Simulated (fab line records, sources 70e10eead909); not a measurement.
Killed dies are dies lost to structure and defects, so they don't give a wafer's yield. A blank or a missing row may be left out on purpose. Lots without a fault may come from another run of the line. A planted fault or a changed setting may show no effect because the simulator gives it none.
A struck lot beside a sound one | flow nand_harc | 14 steps out of a route of 1302
Sound: wafers L172.1, L172.2, L172.5. Struck: wafer L167.2. (L167.3, L167.5 of the same lot were not struck and are left out.) The cause comes at the end.
At each step with rows: each side's tool, then ch and its chambers, then its first start. Under that, the readings that differ: sound wafers | struck wafers | difference of the means | sigmas: that difference in standard deviations of wafers without a fault.
alike: readings whose means differ by less than 2 such deviations, and words and numbers that are the same on both sides. not compared: withheld readings, readings that some wafer has no value for, bounds like >300 that may hide the same value, and numbers for which the record gives no deviation and whose values overlap.
The two part at a step that has a row with sigmas, a row that says differs or no value, or rows on one side only. Numbers that don't overlap but have no deviation are shown without sigmas and don't part them. A reading that every wafer of one side lacks parts them only if that side has two wafers or more.

first, 7 steps without rows for these wafers: NHARC_A_STAIRCASE_COAT_178; NHARC_A_STAIRCASE_SOFTBAKE_179 (time 170 s); NHARC_A_STAIRCASE_EBR_180; NHARC_A_STAIRCASE_EXPOSE_181 (exposes mask STAIR 2); NHARC_A_STAIRCASE_PEB_182 (peb time 130 s); NHARC_A_STAIRCASE_DEVELOP_183 (time 140 s); NHARC_A_STAIRCASE_HARDBAKE_185 (time 140 s).
NHARC_A_STAIRCASE_DESCUM_186: chemistry O2, time 3 s.
  sound on rie_diel-03 ch 0,1, day 22 11:03; struck on rie_diel-13 ch 3, day 20 18:38
  alike: drypump_motor_current_A, oes_product_au, rf_vpp_V, showerhead_plenum_p_Torr, throttle_valve_pct
  not compared: rf_hours_counter_h
NHARC_A_STAIRCASE_TRIM_187: chemistry O2, time 211.2 s.
  sound on rie_diel-03 ch 1,2,3, day 22 11:10; struck on rie_diel-13 ch 1, day 20 18:44
  alike: drypump_motor_current_A, oes_product_au, rf_vpp_V, showerhead_plenum_p_Torr, throttle_valve_pct
  not compared: rf_hours_counter_h
NHARC_A_STAIRCASE_ETCH_188: etches the open film in C4F8/O2, target depth 100 nm, time 40.5 s.
  sound on rie_diel-03 ch 0,2,3; struck on rie_diel-13 ch 2
  alike: oes_product_au, rf_vpp_V, run_length_s
  not compared: rf_hours_counter_h
NHARC_A_STAIRCASE_TRIM_189: chemistry O2, time 211.2 s.
  sound on rie_diel-03 ch 0,2,3; struck on rie_diel-13 ch 0
  reading               | sound             | struck | difference | sigmas
  oes_product_au (a.u.) | 0.997 0.996 0.997 | 1.018  | +0.021     | +3
  alike: drypump_motor_current_A, rf_vpp_V, showerhead_plenum_p_Torr, throttle_valve_pct
  not compared: rf_hours_counter_h
NHARC_A_STAIRCASE_ETCH_190: etches the open film in C4F8/O2, target depth 100 nm, time 40.5 s.
  sound on rie_diel-03 ch 0,3, day 22 11:32; struck on rie_diel-13 ch 3, day 20 19:07
  reading          | sound          | struck | difference | sigmas
  run_length_s (s) | 62.2 61.4 61.5 | 75.3   | +13.6      | +28
  alike: oes_product_au, rf_vpp_V
  not compared: rf_hours_counter_h
NHARC_A_STAIRCASE_TRIM_191: chemistry O2, time 211.2 s.
  sound on rie_diel-03 ch 0,2; struck on rie_diel-13 ch 0
  alike: drypump_motor_current_A, oes_product_au, rf_vpp_V, showerhead_plenum_p_Torr, throttle_valve_pct
  not compared: rf_hours_counter_h
-- the record jumps here: 9 days lie between the struck wafers' starts before and after (it left off in module A_STAIRCASE and takes up again in module END, whose first step shown is number 1302 of the route) --
NHARC_END_SORT_01:
  the record has rows for the struck wafers here (prober-01 ch 0, day 30 05:50) and none for the sound ones

WHERE THEY PART
First at NHARC_A_STAIRCASE_TRIM_189; last, within this record, at NHARC_END_SORT_01.

WHY: what the simulator had put in
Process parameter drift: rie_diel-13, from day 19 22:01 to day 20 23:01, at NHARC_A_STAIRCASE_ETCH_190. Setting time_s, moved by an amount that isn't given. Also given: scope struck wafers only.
